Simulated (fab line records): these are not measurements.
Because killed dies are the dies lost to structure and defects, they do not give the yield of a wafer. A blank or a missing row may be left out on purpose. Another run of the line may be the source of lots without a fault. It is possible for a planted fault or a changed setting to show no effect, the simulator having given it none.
Which of the tools did it?    flow n5Finfet    24 lots with 72 wafers sampled at 6 steps, on a route of 1938 steps

WHAT THE GAUGES READ, wafer by wafer
Not one reading of a measure or inspect step in the record can be checked against a usual standard deviation.

WHICH TOOL RAN EACH LOT (tool, then ch and the chambers of the sampled wafers, then the start)
lot   N5_BEOL_M3_TRENCH_ETCH_37                     N5_BEOL_M3_ETCH_41                            N5_BEOL_M3_SPUTTER_79        N5_BEOL_M3_SPUTTER_90        N5_BEOL_M3_ANNEAL_51             N5_BEOL_M4_ILD_DEP_00
L074  rieDiel-04 ch 0,1,2, day 7 04:47 or earlier   rieDiel-04 ch 0,1,2, day 7 04:47 or earlier   pvdSputter-02, day 7 04:47   pvdSputter-02, day 7 05:40   rtpAnneal-01 ch 0, day 7 06:34   pecvd-04 ch 0,2, day 7 07:26
L075  rieDiel-06 ch 1,2,3, day 7 05:37 or earlier   rieDiel-06 ch 1,2,3, day 7 05:37 or earlier   pvdSputter-01, day 7 05:37   pvdSputter-01, day 7 06:30   rtpAnneal-01 ch 0, day 7 07:22   pecvd-03 ch 0,1,2, day 7 08:16
L076  rieDiel-04 ch 0,1,3, day 7 17:45 or earlier   rieDiel-04 ch 0,1,3, day 7 17:45 or earlier   pvdSputter-03, day 7 17:45   pvdSputter-03, day 7 18:38   rtpAnneal-02 ch 0, day 7 19:29   pecvd-03 ch 0,2, day 7 20:24
L077  rieDiel-06 ch 1,2,3, day 7 18:04 or earlier   rieDiel-06 ch 1,2,3, day 7 18:04 or earlier   pvdSputter-02, day 7 18:04   pvdSputter-02, day 7 18:56   rtpAnneal-01 ch 0, day 7 20:02   pecvd-03 ch 0,1, day 7 21:02
L078  rieDiel-06 ch 0,2, day 8 08:16 or earlier     rieDiel-06 ch 0,2, day 8 08:16 or earlier     pvdSputter-02, day 8 08:16   pvdSputter-02, day 8 09:08   rtpAnneal-02 ch 0, day 8 10:00   pecvd-04 ch 0,1,2, day 8 10:55
L080  rieDiel-06 ch 0,3, day 8 11:24 or earlier     rieDiel-06 ch 0,3, day 8 11:24 or earlier     pvdSputter-02, day 8 11:24   pvdSputter-02, day 8 12:17   rtpAnneal-02 ch 0, day 8 13:08   pecvd-03 ch 0,1, day 8 14:04
L079  rieDiel-04 ch 0,2,3, day 8 11:35 or earlier   rieDiel-04 ch 0,2,3, day 8 11:35 or earlier   pvdSputter-01, day 8 11:35   pvdSputter-01, day 8 13:33   rtpAnneal-02 ch 0, day 8 14:27   pecvd-04 ch 0,1,2, day 8 15:19
L081  rieDiel-06 ch 0,3, day 8 17:21 or earlier     rieDiel-06 ch 0,3, day 8 17:21 or earlier     pvdSputter-01, day 8 17:21   pvdSputter-01, day 8 18:14   rtpAnneal-01 ch 0, day 8 19:08   pecvd-04 ch 0,1,2, day 8 21:00
L082  rieDiel-05 ch 0,1, day 9 00:10 or earlier     rieDiel-05 ch 0,1, day 9 00:10 or earlier     pvdSputter-03, day 9 00:10   pvdSputter-03, day 9 01:03   rtpAnneal-01 ch 0, day 9 02:03   pecvd-02 ch 1,2, day 9 02:53
L083  rieDiel-06 ch 0,1,2, day 9 08:21 or earlier   rieDiel-06 ch 0,1,2, day 9 08:21 or earlier   pvdSputter-02, day 9 08:21   pvdSputter-02, day 9 09:14   rtpAnneal-01 ch 0, day 9 10:13   pecvd-04 ch 1,2, day 9 11:03
L084  rieDiel-06 ch 1,2,3, day 10 00:11 or earlier  rieDiel-06 ch 1,2,3, day 10 00:11 or earlier  pvdSputter-01, day 10 00:11  pvdSputter-01, day 10 01:04  rtpAnneal-01 ch 0, day 10 01:58  pecvd-04 ch 0,1,2, day 10 02:51
L086  rieDiel-05 ch 0,1,3, day 10 00:43 or earlier  rieDiel-05 ch 0,1,3, day 10 00:43 or earlier  pvdSputter-02, day 10 00:43  pvdSputter-02, day 10 01:35  rtpAnneal-01 ch 0, day 10 02:27  pecvd-04 ch 0,1, day 10 03:23
L085  rieDiel-06 ch 1,3, day 10 06:20 or earlier    rieDiel-06 ch 1,3, day 10 06:20 or earlier    pvdSputter-01, day 10 06:20  pvdSputter-01, day 10 07:13  rtpAnneal-01 ch 0, day 10 08:10  pecvd-03 ch 1,2, day 10 09:01
L087  rieDiel-04 ch 0,1,3, day 10 11:03 or earlier  rieDiel-04 ch 0,1,3, day 10 11:03 or earlier  pvdSputter-01, day 10 11:03  pvdSputter-01, day 10 11:56  rtpAnneal-02 ch 0, day 10 12:50  pecvd-04 ch 0,1, day 10 13:44
L088  rieDiel-06 ch 1,2,3, day 10 13:31 or earlier  rieDiel-06 ch 1,2,3, day 10 13:31 or earlier  pvdSputter-03, day 10 13:31  pvdSputter-03, day 10 14:23  rtpAnneal-01 ch 0, day 10 15:15  pecvd-03 ch 0,2, day 10 16:10
L089  rieDiel-05 ch 0,1,2, day 11 01:20 or earlier  rieDiel-05 ch 0,1,2, day 11 01:20 or earlier  pvdSputter-02, day 11 01:20  pvdSputter-02, day 11 02:13  rtpAnneal-02 ch 0, day 11 03:04  pecvd-03 ch 1,2, day 11 04:02
L090  rieDiel-06 ch 0,2,3, day 11 05:02 or earlier  rieDiel-06 ch 0,2,3, day 11 05:02 or earlier  pvdSputter-02, day 11 05:02  pvdSputter-02, day 11 05:55  rtpAnneal-02 ch 0, day 11 06:52  pecvd-04 ch 0,1, day 11 07:52
L091  rieDiel-04 ch 1,2, day 11 05:23 or earlier    rieDiel-04 ch 1,2, day 11 05:23 or earlier    pvdSputter-03, day 11 05:23  pvdSputter-03, day 11 06:16  rtpAnneal-01 ch 0, day 11 07:07  pecvd-02 ch 0,1,2, day 11 08:04
L093  rieDiel-06 ch 0,2,3, day 12 01:39 or earlier  rieDiel-06 ch 0,2,3, day 12 01:39 or earlier  pvdSputter-02, day 12 01:39  pvdSputter-02, day 12 02:32  rtpAnneal-02 ch 0, day 12 03:26  pecvd-02 ch 0,1,2, day 12 04:18
L092  rieDiel-04 ch 0,1,2, day 12 06:58 or earlier  rieDiel-04 ch 0,1,2, day 12 06:58 or earlier  pvdSputter-03, day 12 06:58  pvdSputter-03, day 12 07:51  rtpAnneal-02 ch 0, day 12 08:50  pecvd-03 ch 0,1,2, day 12 09:40
L094  rieDiel-05 ch 0,1,2, day 12 09:08 or earlier  rieDiel-05 ch 0,1,2, day 12 09:08 or earlier  pvdSputter-03, day 12 09:08  pvdSputter-03, day 12 10:01  rtpAnneal-02 ch 0, day 12 10:52  pecvd-02 ch 0,1,2, day 12 11:47
L095  rieDiel-06 ch 0,1,2, day 13 00:44 or earlier  rieDiel-06 ch 0,1,2, day 13 00:44 or earlier  pvdSputter-02, day 13 00:44  pvdSputter-02, day 13 01:37  rtpAnneal-01 ch 0, day 13 02:31  pecvd-04 ch 1,2, day 13 03:25
L096  rieDiel-06 ch 0,2,3, day 13 11:26 or earlier  rieDiel-06 ch 0,2,3, day 13 11:26 or earlier  pvdSputter-02, day 13 11:26  pvdSputter-02, day 13 12:19  rtpAnneal-02 ch 0, day 13 13:10  pecvd-02 ch 1,2, day 13 14:05
L097  rieDiel-06 ch 1,3, day 13 12:15 or earlier    rieDiel-06 ch 1,3, day 13 12:15 or earlier    pvdSputter-03, day 13 12:15  pvdSputter-03, day 13 13:08  rtpAnneal-01 ch 0, day 13 13:59  pecvd-04 ch 0,2, day 13 14:56
- N5_BEOL_M3_TRENCH_ETCH_37: etches SiOC in C4F6/O2, target depth 55.555 nm, time 29.2 s.
- N5_BEOL_M3_ETCH_41: etches SiCN in CH3F/O2, target depth 29.9 nm, time 52.5 s.
- N5_BEOL_M3_SPUTTER_79: material Cu, target thk 4.5 nm, time 8.29 s.
- N5_BEOL_M3_SPUTTER_90: material Cu, target thk 4.5 nm, time 8.29 s.
- N5_BEOL_M3_ANNEAL_51: time 90 s.
- N5_BEOL_M4_ILD_DEP_00: deposits SiOC from DEMS/O2, target thk 79 nm, time 15.3 s.

WHAT THE TOOLS THEMSELVES READ (means of the sampled wafers that have a number; where no wafer has one, the mark that the record gives instead)
N5_BEOL_M3_TRENCH_ETCH_37.
lot   tool        O2_flow_sccm (sccm)  drypumpMotorCurrentA (A)  oesProductAu (a.u.)  rfVppV (V)  showerheadPlenumPTorr (Torr)  throttleValvePct (%)
L074  rieDiel-04  10.01                6.0                       0.73                 669         2.83                          21.09
L075  rieDiel-06  10.03                5.6                       0.74                 672         2.88                          20.86
L076  rieDiel-04  9.97                 5.5                       0.77                 668         2.86                          21.03
L077  rieDiel-06  10.00                5.6                       0.74                 672         2.88                          20.86
L078  rieDiel-06  10.01                5.8                       0.70                 674         2.93                          20.81
L080  rieDiel-06  9.94                 5.6                       0.72                 674         2.93                          20.72
L079  rieDiel-04  10.00                5.7                       0.87                 661         2.81                          21.00
L081  rieDiel-06  10.02                5.5                       0.72                 674         2.93                          20.72
L082  rieDiel-05  9.99                 5.7                       0.71                 670         2.79                          21.08
L083  rieDiel-06  10.02                5.8                       0.71                 670         2.86                          20.90
L084  rieDiel-06  10.02                5.6                       0.73                 672         2.87                          20.89
L086  rieDiel-05  9.99                 5.7                       0.75                 667         2.80                          20.93
L085  rieDiel-06  10.01                5.6                       0.72                 665         2.80                          20.91
L087  rieDiel-04  9.99                 5.5                       0.75                 667         2.85                          21.07
L088  rieDiel-06  10.01                5.6                       0.72                 671         2.87                          20.91
L089  rieDiel-05  10.00                5.6                       0.75                 666         2.84                          21.03
L090  rieDiel-06  10.01                5.6                       0.80                 676         2.93                          20.70
L091  rieDiel-04  9.99                 6.3                       0.83                 664         2.82                          20.98
L093  rieDiel-06  10.02                5.6                       0.80                 676         2.93                          20.70
L092  rieDiel-04  10.00                6.0                       0.89                 666         2.82                          20.85
L094  rieDiel-05  9.99                 5.5                       0.74                 667         2.83                          21.04
L095  rieDiel-06  10.03                5.8                       0.78                 671         2.85                          20.83
L096  rieDiel-06  10.00                5.6                       0.78                 676         2.92                          20.73
L097  rieDiel-06  10.00                5.4                       0.72                 670         2.87                          20.85

N5_BEOL_M3_ETCH_41.
lot   tool        O2_flow_sccm (sccm)  drypumpMotorCurrentA (A)  oesProductAu (a.u.)  rfVppV (V)  showerheadPlenumPTorr (Torr)  throttleValvePct (%)
L074  rieDiel-04  20.01                6.0                       0.73                 297.0       1.99                          16.56
L075  rieDiel-06  19.99                5.6                       0.74                 297.2       2.03                          16.36
L076  rieDiel-04  19.96                5.5                       0.77                 297.9       2.01                          16.48
L077  rieDiel-06  19.99                5.6                       0.75                 299.1       2.02                          16.36
L078  rieDiel-06  19.96                5.8                       0.70                 298.4       2.06                          16.34
L080  rieDiel-06  19.96                5.6                       0.72                 299.5       2.06                          16.25
L079  rieDiel-04  19.98                5.7                       0.87                 296.0       1.97                          16.41
L081  rieDiel-06  19.98                5.5                       0.72                 298.4       2.06                          16.25
L082  rieDiel-05  19.97                5.6                       0.71                 296.8       1.96                          16.55
L083  rieDiel-06  19.98                5.8                       0.71                 297.6       2.01                          16.42
L084  rieDiel-06  20.02                5.6                       0.73                 297.4       2.02                          16.40
L086  rieDiel-05  19.99                5.7                       0.74                 296.6       1.96                          16.43
L085  rieDiel-06  19.99                5.6                       0.73                 296.5       1.97                          16.41
L087  rieDiel-04  20.07                5.5                       0.75                 298.1       2.00                          16.52
L088  rieDiel-06  19.98                5.6                       0.72                 298.7       2.02                          16.41
L089  rieDiel-05  20.00                5.5                       0.75                 297.2       1.99                          16.50
L090  rieDiel-06  20.06                5.6                       0.80                 299.3       2.06                          16.19
L091  rieDiel-04  20.01                6.3                       0.83                 296.8       1.98                          16.41
L093  rieDiel-06  19.98                5.6                       0.79                 298.2       2.06                          16.20
L092  rieDiel-04  20.04                6.0                       0.90                 297.2       1.98                          16.27
L094  rieDiel-05  20.02                5.5                       0.74                 296.6       1.99                          16.52
L095  rieDiel-06  20.02                5.8                       0.78                 296.8       2.00                          16.32
L096  rieDiel-06  20.01                5.6                       0.77                 298.7       2.06                          16.22
L097  rieDiel-06  19.95                5.4                       0.72                 298.7       2.01                          16.36

N5_BEOL_M3_SPUTTER_79.
lot   tool           chuckSensorTempC (C)  throttleValvePct (%)
L074  pvdSputter-02  -15.9                 31.2
L075  pvdSputter-01  -16.0                 30.8
L076  pvdSputter-03  -15.7                 30.3
L077  pvdSputter-02  -15.7                 31.1
L078  pvdSputter-02  -15.7                 30.9
L080  pvdSputter-02  -15.7                 31.0
L079  pvdSputter-01  -15.9                 31.4
L081  pvdSputter-01  -16.0                 30.7
L082  pvdSputter-03  -15.7                 30.4
L083  pvdSputter-02  -16.1                 31.6
L084  pvdSputter-01  -16.5                 31.1
L086  pvdSputter-02  -15.7                 31.1
L085  pvdSputter-01  -16.0                 30.8
L087  pvdSputter-01  -15.3                 30.6
L088  pvdSputter-03  -15.8                 30.4
L089  pvdSputter-02  -15.8                 31.9
L090  pvdSputter-02  -15.7                 30.9
L091  pvdSputter-03  -15.8                 29.9
L093  pvdSputter-02  -15.7                 31.1
L092  pvdSputter-03  -15.7                 30.4
L094  pvdSputter-03  -16.1                 30.5
L095  pvdSputter-02  -15.8                 31.5
L096  pvdSputter-02  -15.8                 31.7
L097  pvdSputter-03  -15.8                 30.3

N5_BEOL_M3_SPUTTER_90.
lot   tool           chuckSensorTempC (C)  throttleValvePct (%)
L074  pvdSputter-02  -15.8                 31.2
L075  pvdSputter-01  -15.9                 30.8
L076  pvdSputter-03  -15.6                 30.1
L077  pvdSputter-02  -15.6                 31.2
L078  pvdSputter-02  -15.9                 30.9
L080  pvdSputter-02  -15.5                 31.2
L079  pvdSputter-01  -15.9                 31.4
L081  pvdSputter-01  -16.0                 30.9
L082  pvdSputter-03  -15.8                 30.4
L083  pvdSputter-02  -16.0                 31.6
L084  pvdSputter-01  -16.6                 30.8
L086  pvdSputter-02  -15.5                 31.2
L085  pvdSputter-01  -15.9                 30.7
L087  pvdSputter-01  -15.3                 30.6
L088  pvdSputter-03  -15.9                 30.3
L089  pvdSputter-02  -15.8                 31.9
L090  pvdSputter-02  -15.6                 30.7
L091  pvdSputter-03  -15.8                 30.0
L093  pvdSputter-02  -15.8                 31.3
L092  pvdSputter-03  -15.9                 30.2
L094  pvdSputter-03  -16.1                 30.5
L095  pvdSputter-02  -15.7                 31.4
L096  pvdSputter-02  -15.7                 31.5
L097  pvdSputter-03  -15.8                 30.3

N5_BEOL_M3_ANNEAL_51.
lot   tool          annealTempC (C)  wafer_temp_C_max
L074  rtpAnneal-01  225.03           225.74
L075  rtpAnneal-01  225.03           226.10
L076  rtpAnneal-02  224.84           225.53
L077  rtpAnneal-01  225.05           225.85
L078  rtpAnneal-02  225.06           225.62
L080  rtpAnneal-02  225.00           225.59
L079  rtpAnneal-02  225.13           225.59
L081  rtpAnneal-01  224.88           225.77
L082  rtpAnneal-01  224.89           225.86
L083  rtpAnneal-01  224.97           225.85
L084  rtpAnneal-01  225.08           225.97
L086  rtpAnneal-01  224.99           225.75
L085  rtpAnneal-01  224.82           226.12
L087  rtpAnneal-02  224.99           225.70
L088  rtpAnneal-01  224.83           226.20
L089  rtpAnneal-02  225.18           225.45
L090  rtpAnneal-02  225.08           225.79
L091  rtpAnneal-01  224.87           225.85
L093  rtpAnneal-02  224.74           225.53
L092  rtpAnneal-02  224.98           225.59
L094  rtpAnneal-02  224.74           225.53
L095  rtpAnneal-01  224.89           226.10
L096  rtpAnneal-02  225.13           225.61
L097  rtpAnneal-01  224.90           225.90

N5_BEOL_M4_ILD_DEP_00.
lot   tool      heaterPowerOuterW (W)  heaterPowerW (W)  showerheadPlenumPTorr (Torr)  throttleValvePct (%)
L074  pecvd-04  237                    479               5.680                         12.0
L075  pecvd-03  247                    440               5.694                         12.3
L076  pecvd-03  227                    390               5.706                         12.3
L077  pecvd-03  268                    476               5.707                         12.7
L078  pecvd-04  277                    501               5.684                         12.1
L080  pecvd-03  253                    468               5.711                         12.8
L079  pecvd-04  264                    484               5.680                         12.2
L081  pecvd-04  285                    517               5.678                         12.2
L082  pecvd-02  240                    429               5.699                         11.7
L083  pecvd-04  299                    543               5.698                         12.3
L084  pecvd-04  282                    510               5.687                         12.0
L086  pecvd-04  243                    445               5.689                         12.4
L085  pecvd-03  257                    465               5.712                         11.8
L087  pecvd-04  259                    463               5.692                         12.2
L088  pecvd-03  240                    431               5.707                         12.7
L089  pecvd-03  226                    402               5.701                         12.0
L090  pecvd-04  279                    493               5.692                         12.3
L091  pecvd-02  267                    499               5.698                         11.8
L093  pecvd-02  254                    475               5.698                         11.9
L092  pecvd-03  255                    457               5.701                         12.5
L094  pecvd-02  271                    494               5.704                         11.9
L095  pecvd-04  273                    528               5.678                         12.1
L096  pecvd-02  212                    410               5.702                         11.7
L097  pecvd-04  285                    542               5.684                         12.2

THE ANSWER, worked out from the rows above alone
Rule: the lots themselves supply what counts as usual. Put in order of their means at a reading, lots are off if they are a third of the lots or fewer, leave a main group of 4 or more, and stand apart from it by a gap of 3 or more times the standard deviation of the main group's means; of several such gaps the widest counts. A main group is skipped when, at the precision printed for the reading in the tables above, its means are all equal. A lot without any number at a reading at which 4 lots or more have one is off too. All remaining lots with rows at the step are treated as sound. The gauges are gone through in route order, then the tools' own readings, and for those a lot's mean is taken as printed above. The first step at which some lot is off is used, and at that step the reading that is off furthest; a lot without a number counts as furthest.
No lot is off at any reading shown: from this, nothing can be told.

WHAT THE SIMULATOR HAD INSERTED
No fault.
